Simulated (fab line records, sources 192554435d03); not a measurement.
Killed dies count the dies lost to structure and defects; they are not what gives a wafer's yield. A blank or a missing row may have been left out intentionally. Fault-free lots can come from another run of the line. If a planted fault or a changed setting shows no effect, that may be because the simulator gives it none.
Which tool did it? / flow n5 finfet / 11 lots with 33 wafers sampled at 5 steps, on a route of 1938 steps

## WHAT THE GAUGES READ, wafer by wafer
The record holds no reading of a measuring or inspecting step that can be judged against a usual standard deviation.

## WHICH TOOL RAN EACH LOT (tool, then ch and the chambers of the sampled wafers, then the start)
lot=L297; N5_BEOL_M9_STRIP_36=rie diel-02 ch 1,2, day 10 15:43; N5_BEOL_M9_CVD_78=cvd co-01 ch 0,1,2, day 10 18:56; N5_BEOL_M9_ANNEAL_51=rtp anneal-01 ch 0, day 10 19:29; N5_BEOL_M9_DEP_56=pecvd-04 ch 0,2, day 10 20:05; N5_PASSIVATION_PROBE_49=prober-02, day 13 07:00
lot=L295; N5_BEOL_M9_STRIP_36=rie diel-02 ch 2,3, day 10 20:47; N5_BEOL_M9_CVD_78=cvd co-02 ch 0,1, day 11 01:35; N5_BEOL_M9_ANNEAL_51=rtp anneal-02 ch 0, day 11 02:00; N5_BEOL_M9_DEP_56=pecvd-04 ch 0,2, day 11 02:37; N5_PASSIVATION_PROBE_49=prober-02, day 13 09:38
lot=L298; N5_BEOL_M9_STRIP_36=rie diel-06 ch 0,2,3, day 11 07:48; N5_BEOL_M9_CVD_78=cvd co-02 ch 0,1,2, day 11 09:25; N5_BEOL_M9_ANNEAL_51=rtp anneal-02 ch 0, day 11 09:52; N5_BEOL_M9_DEP_56=pecvd-01 ch 1,2, day 11 10:26; N5_PASSIVATION_PROBE_49=prober-02, day 13 22:43
lot=L296; N5_BEOL_M9_STRIP_36=rie diel-02 ch 1,2, day 11 08:11; N5_BEOL_M9_CVD_78=cvd co-01 ch 0,2, day 11 09:53; N5_BEOL_M9_ANNEAL_51=rtp anneal-02 ch 0, day 11 10:59; N5_BEOL_M9_DEP_56=pecvd-03 ch 0,1,2, day 11 11:34; N5_PASSIVATION_PROBE_49=prober-02, day 14 03:50
lot=L300; N5_BEOL_M9_STRIP_36=rie diel-05 ch 1,2,3, day 12 17:55; N5_BEOL_M9_CVD_78=cvd co-02 ch 0,1, day 12 19:43; N5_BEOL_M9_ANNEAL_51=rtp anneal-02 ch 0, day 12 20:38; N5_BEOL_M9_DEP_56=pecvd-04 ch 0,1,2, day 12 21:16; N5_PASSIVATION_PROBE_49=prober-01, day 15 10:07
lot=L304; N5_BEOL_M9_STRIP_36=rie diel-05 ch 0,3, day 12 19:54; N5_BEOL_M9_CVD_78=cvd co-02 ch 0,1,2, day 12 23:16; N5_BEOL_M9_ANNEAL_51=rtp anneal-01 ch 0, day 12 23:46; N5_BEOL_M9_DEP_56=pecvd-04 ch 0,1,2, day 13 00:19; N5_PASSIVATION_PROBE_49=prober-02, day 15 15:31
lot=L305; N5_BEOL_M9_STRIP_36=rie diel-06 ch 1,3, day 12 23:44; N5_BEOL_M9_CVD_78=cvd co-02 ch 0,1, day 13 01:07; N5_BEOL_M9_ANNEAL_51=rtp anneal-02 ch 0, day 13 01:32; N5_BEOL_M9_DEP_56=pecvd-01 ch 0,2, day 13 02:11; N5_PASSIVATION_PROBE_49=prober-02, day 15 10:40
lot=L306; N5_BEOL_M9_STRIP_36=rie diel-05 ch 1,2,3, day 13 15:56; N5_BEOL_M9_CVD_78=cvd co-01 ch 0,1,2, day 13 17:40; N5_BEOL_M9_ANNEAL_51=rtp anneal-02 ch 0, day 13 18:11; N5_BEOL_M9_DEP_56=pecvd-04 ch 0,2, day 13 18:47; N5_PASSIVATION_PROBE_49=prober-02, day 16 03:43
lot=L310; N5_BEOL_M9_STRIP_36=rie diel-05 ch 0,2,3, day 14 00:39; N5_BEOL_M9_CVD_78=cvd co-02 ch 0,2, day 14 02:08; N5_BEOL_M9_ANNEAL_51=rtp anneal-01 ch 0, day 14 02:44; N5_BEOL_M9_DEP_56=pecvd-03 ch 0,2, day 14 03:23; N5_PASSIVATION_PROBE_49=prober-01, day 16 09:18
lot=L317; N5_BEOL_M9_STRIP_36=rie diel-05 ch 0,3, day 16 19:31; N5_BEOL_M9_CVD_78=cvd co-01 ch 0,2, day 16 21:33; N5_BEOL_M9_ANNEAL_51=rtp anneal-02 ch 0, day 16 22:19; N5_BEOL_M9_DEP_56=pecvd-04 ch 0,1, day 16 22:56; N5_PASSIVATION_PROBE_49=prober-01, day 19 17:59
lot=L315; N5_BEOL_M9_STRIP_36=rie diel-06 ch 1,2, day 17 05:07; N5_BEOL_M9_CVD_78=cvd co-02 ch 1,2, day 17 06:22; N5_BEOL_M9_ANNEAL_51=rtp anneal-02 ch 0, day 17 06:53; N5_BEOL_M9_DEP_56=pecvd-04 ch 0,2, day 17 07:40; N5_PASSIVATION_PROBE_49=prober-02, day 19 23:50
- N5_BEOL_M9_STRIP_36: strips in N2/H2.
- N5_BEOL_M9_CVD_78: deposits Co from CCTBA/H2, target thk 2 nm, time 138.9 s.
- N5_BEOL_M9_ANNEAL_51: time 90 s.
- N5_BEOL_M9_DEP_56: deposits SiCN from 3MS/NH3, target thk 15 nm, time 26.5 s.
- N5_PASSIVATION_PROBE_49

## AS READ BY THE TOOLS THEMSELVES (means over the sampled wafers that have a number; for cases with no such wafer, the mark the record gives instead)
N5_BEOL_M9_STRIP_36.
lot=L297; tool=rie diel-02; drypump motor current A (A)=5.8; oes product au (a.u.)=0.70; rf vpp V (V)=60.6; showerhead plenum p Torr (Torr)=2.55; throttle valve pct (%)=23.63
lot=L295; tool=rie diel-02; drypump motor current A (A)=6.0; oes product au (a.u.)=0.71; rf vpp V (V)=60.6; showerhead plenum p Torr (Torr)=2.49; throttle valve pct (%)=23.77
lot=L298; tool=rie diel-06; drypump motor current A (A)=6.2; oes product au (a.u.)=0.77; rf vpp V (V)=58.3; showerhead plenum p Torr (Torr)=2.53; throttle valve pct (%)=23.73
lot=L296; tool=rie diel-02; drypump motor current A (A)=5.8; oes product au (a.u.)=0.69; rf vpp V (V)=60.2; showerhead plenum p Torr (Torr)=2.55; throttle valve pct (%)=23.61
lot=L300; tool=rie diel-05; drypump motor current A (A)=5.9; oes product au (a.u.)=0.77; rf vpp V (V)=59.7; showerhead plenum p Torr (Torr)=2.47; throttle valve pct (%)=23.68
lot=L304; tool=rie diel-05; drypump motor current A (A)=5.5; oes product au (a.u.)=0.77; rf vpp V (V)=58.9; showerhead plenum p Torr (Torr)=2.53; throttle valve pct (%)=23.53
lot=L305; tool=rie diel-06; drypump motor current A (A)=5.7; oes product au (a.u.)=0.73; rf vpp V (V)=58.5; showerhead plenum p Torr (Torr)=2.50; throttle valve pct (%)=23.59
lot=L306; tool=rie diel-05; drypump motor current A (A)=5.9; oes product au (a.u.)=0.77; rf vpp V (V)=60.4; showerhead plenum p Torr (Torr)=2.47; throttle valve pct (%)=23.68
lot=L310; tool=rie diel-05; drypump motor current A (A)=5.9; oes product au (a.u.)=0.83; rf vpp V (V)=57.8; showerhead plenum p Torr (Torr)=2.53; throttle valve pct (%)=23.40
lot=L317; tool=rie diel-05; drypump motor current A (A)=5.7; oes product au (a.u.)=0.88; rf vpp V (V)=58.2; showerhead plenum p Torr (Torr)=2.54; throttle valve pct (%)=23.36
lot=L315; tool=rie diel-06; drypump motor current A (A)=6.4; oes product au (a.u.)=0.87; rf vpp V (V)=57.7; showerhead plenum p Torr (Torr)=2.62; throttle valve pct (%)=23.59

N5_BEOL_M9_CVD_78.
lot=L297; tool=cvd co-01; run length s (s)=161.6
lot=L295; tool=cvd co-02; run length s (s)=161.8
lot=L298; tool=cvd co-02; run length s (s)=161.6
lot=L296; tool=cvd co-01; run length s (s)=161.4
lot=L300; tool=cvd co-02; run length s (s)=162.1
lot=L304; tool=cvd co-02; run length s (s)=161.7
lot=L305; tool=cvd co-02; run length s (s)=182.8
lot=L306; tool=cvd co-01; run length s (s)=161.5
lot=L310; tool=cvd co-02; run length s (s)=205.1
lot=L317; tool=cvd co-01; run length s (s)=161.6
lot=L315; tool=cvd co-02; run length s (s)=161.6

N5_BEOL_M9_ANNEAL_51.
lot=L297; tool=rtp anneal-01; wafer_temp_C_max=226.0
lot=L295; tool=rtp anneal-02; wafer_temp_C_max=226.2
lot=L298; tool=rtp anneal-02; wafer_temp_C_max=225.9
lot=L296; tool=rtp anneal-02; wafer_temp_C_max=226.5
lot=L300; tool=rtp anneal-02; wafer_temp_C_max=226.3
lot=L304; tool=rtp anneal-01; wafer_temp_C_max=225.8
lot=L305; tool=rtp anneal-02; wafer_temp_C_max=226.3
lot=L306; tool=rtp anneal-02; wafer_temp_C_max=226.1
lot=L310; tool=rtp anneal-01; wafer_temp_C_max=225.7
lot=L317; tool=rtp anneal-02; wafer_temp_C_max=226.2
lot=L315; tool=rtp anneal-02; wafer_temp_C_max=226.3

N5_BEOL_M9_DEP_56.
lot=L297; tool=pecvd-04; showerhead plenum p Torr (Torr)=3.646; throttle valve pct (%)=9.1
lot=L295; tool=pecvd-04; showerhead plenum p Torr (Torr)=3.647; throttle valve pct (%)=9.1
lot=L298; tool=pecvd-01; showerhead plenum p Torr (Torr)=3.673; throttle valve pct (%)=9.8
lot=L296; tool=pecvd-03; showerhead plenum p Torr (Torr)=3.662; throttle valve pct (%)=9.3
lot=L300; tool=pecvd-04; showerhead plenum p Torr (Torr)=3.643; throttle valve pct (%)=9.3
lot=L304; tool=pecvd-04; showerhead plenum p Torr (Torr)=3.651; throttle valve pct (%)=9.3
lot=L305; tool=pecvd-01; showerhead plenum p Torr (Torr)=3.662; throttle valve pct (%)=8.9
lot=L306; tool=pecvd-04; showerhead plenum p Torr (Torr)=3.641; throttle valve pct (%)=9.1
lot=L310; tool=pecvd-03; showerhead plenum p Torr (Torr)=3.660; throttle valve pct (%)=8.8
lot=L317; tool=pecvd-04; showerhead plenum p Torr (Torr)=3.633; throttle valve pct (%)=9.2
lot=L315; tool=pecvd-04; showerhead plenum p Torr (Torr)=3.639; throttle valve pct (%)=9.2

N5_PASSIVATION_PROBE_49.
lot=L297; tool=prober-02; defect limited yield (%)=89.4; killed_at_M0_to_M3=45; killed_at_M4_up=19; killed at contacts=18; killed at front end=39; killed at other=3.3; killed dies=125; killed open=83; killed short=41; sort_bin_5_function (%)=6.3; sort_bin_6_memory (%)=4.0; sort_bin_8_speed (%)=0.00; sort n pass=1055; sort yield pct (%)=89.4
lot=L295; tool=prober-02; defect limited yield (%)=91.7; killed_at_M0_to_M3=38; killed_at_M4_up=7; killed at contacts=14; killed at front end=36; killed at other=2.0; killed dies=98; killed open=62; killed short=34; sort_bin_5_function (%)=4.9; sort_bin_6_memory (%)=3.1; sort_bin_8_speed (%)=0.00; sort n pass=1082; sort yield pct (%)=91.7
lot=L298; tool=prober-02; defect limited yield (%)=90.2; killed_at_M0_to_M3=53; killed_at_M4_up=12; killed at contacts=14; killed at front end=33; killed at other=3.3; killed dies=115; killed open=72; killed short=41; sort_bin_5_function (%)=5.6; sort_bin_6_memory (%)=3.8; sort_bin_8_speed (%)=0.00; sort n pass=1065; sort yield pct (%)=90.2
lot=L296; tool=prober-02; defect limited yield (%)=91.7; killed_at_M0_to_M3=37; killed_at_M4_up=13; killed at contacts=11; killed at front end=30; killed at other=5.3; killed dies=98; killed open=63; killed short=32; sort_bin_5_function (%)=5.0; sort_bin_6_memory (%)=3.0; sort_bin_8_speed (%)=0.00; sort n pass=1082; sort yield pct (%)=91.7
lot=L300; tool=prober-01; defect limited yield (%)=90.9; killed_at_M0_to_M3=38; killed_at_M4_up=13; killed at contacts=20; killed at front end=29; killed at other=6.7; killed dies=107; killed open=76; killed short=29; sort_bin_5_function (%)=5.2; sort_bin_6_memory (%)=3.5; sort_bin_8_speed (%)=0.00; sort n pass=1073; sort yield pct (%)=90.9
lot=L304; tool=prober-02; defect limited yield (%)=92.3; killed_at_M0_to_M3=33; killed_at_M4_up=15; killed at contacts=5; killed at front end=36; killed at other=2.3; killed dies=90; killed open=55; killed short=34; sort_bin_5_function (%)=4.4; sort_bin_6_memory (%)=3.0; sort_bin_8_speed (%)=0.00; sort n pass=1090; sort yield pct (%)=92.3
lot=L305; tool=prober-02; defect limited yield (%)=91.0; killed_at_M0_to_M3=38; killed_at_M4_up=22; killed at contacts=12; killed at front end=32; killed at other=1.3; killed dies=106; killed open=71; killed short=35; sort_bin_5_function (%)=5.1; sort_bin_6_memory (%)=3.5; sort_bin_8_speed (%)=0.00; sort n pass=1074; sort yield pct (%)=91.0
lot=L306; tool=prober-02; defect limited yield (%)=91.7; killed_at_M0_to_M3=30; killed_at_M4_up=9; killed at contacts=7; killed at front end=50; killed at other=2.3; killed dies=98; killed open=62; killed short=35; sort_bin_5_function (%)=4.6; sort_bin_6_memory (%)=3.3; sort_bin_8_speed (%)=0.03; sort n pass=1082; sort yield pct (%)=91.7
lot=L310; tool=prober-01; defect limited yield (%)=91.5; killed_at_M0_to_M3=26; killed_at_M4_up=14; killed at contacts=8; killed at front end=51; killed at other=2.0; killed dies=101; killed open=61; killed short=38; sort_bin_5_function (%)=5.1; sort_bin_6_memory (%)=3.1; sort_bin_8_speed (%)=0.00; sort n pass=1079; sort yield pct (%)=91.5
lot=L317; tool=prober-01; defect limited yield (%)=90.9; killed_at_M0_to_M3=36; killed_at_M4_up=18; killed at contacts=10; killed at front end=37; killed at other=6.0; killed dies=108; killed open=71; killed short=37; sort_bin_5_function (%)=5.3; sort_bin_6_memory (%)=3.7; sort_bin_8_speed (%)=0.00; sort n pass=1072; sort yield pct (%)=90.9
lot=L315; tool=prober-02; defect limited yield (%)=93.9; killed_at_M0_to_M3=26; killed_at_M4_up=15; killed at contacts=5; killed at front end=25; killed at other=1.0; killed dies=72; killed open=45; killed short=27; sort_bin_5_function (%)=3.5; sort_bin_6_memory (%)=2.5; sort_bin_8_speed (%)=0.00; sort n pass=1108; sort yield pct (%)=93.9

## THE ANSWER, worked out from the rows above alone
Rule: the lots themselves supply what counts as usual. Put in order of their means at a reading, lots are off if they are a third of the lots or fewer, leave a main group of 4 or more, and stand apart from it by a gap of 3 or more times the standard deviation of the main group's means; of several such gaps the widest counts. Not used: any main group whose means are identical at the precision the tables above print for the reading. Also off: a lot with no number at a reading for which 4 or more lots have one. The other lots that the step has rows for count as sound. Order of review: gauges by route order, followed by the tools' own readings, for which a lot's mean as printed above is used. At the first step where some lot is off, the reading lying furthest off is the one used; lots without a number count as furthest.
Off at N5_BEOL_M9_CVD_78 (run length s): L305, L310. The main group has a mean of 161.7 s with a standard deviation of 0.19.
A tool fits if, at that step or a process step before it, it ran every lot that is off, and no sound lot after the first of them. Of those tried, none fits.

## WHAT THE SIMULATOR PUT IN
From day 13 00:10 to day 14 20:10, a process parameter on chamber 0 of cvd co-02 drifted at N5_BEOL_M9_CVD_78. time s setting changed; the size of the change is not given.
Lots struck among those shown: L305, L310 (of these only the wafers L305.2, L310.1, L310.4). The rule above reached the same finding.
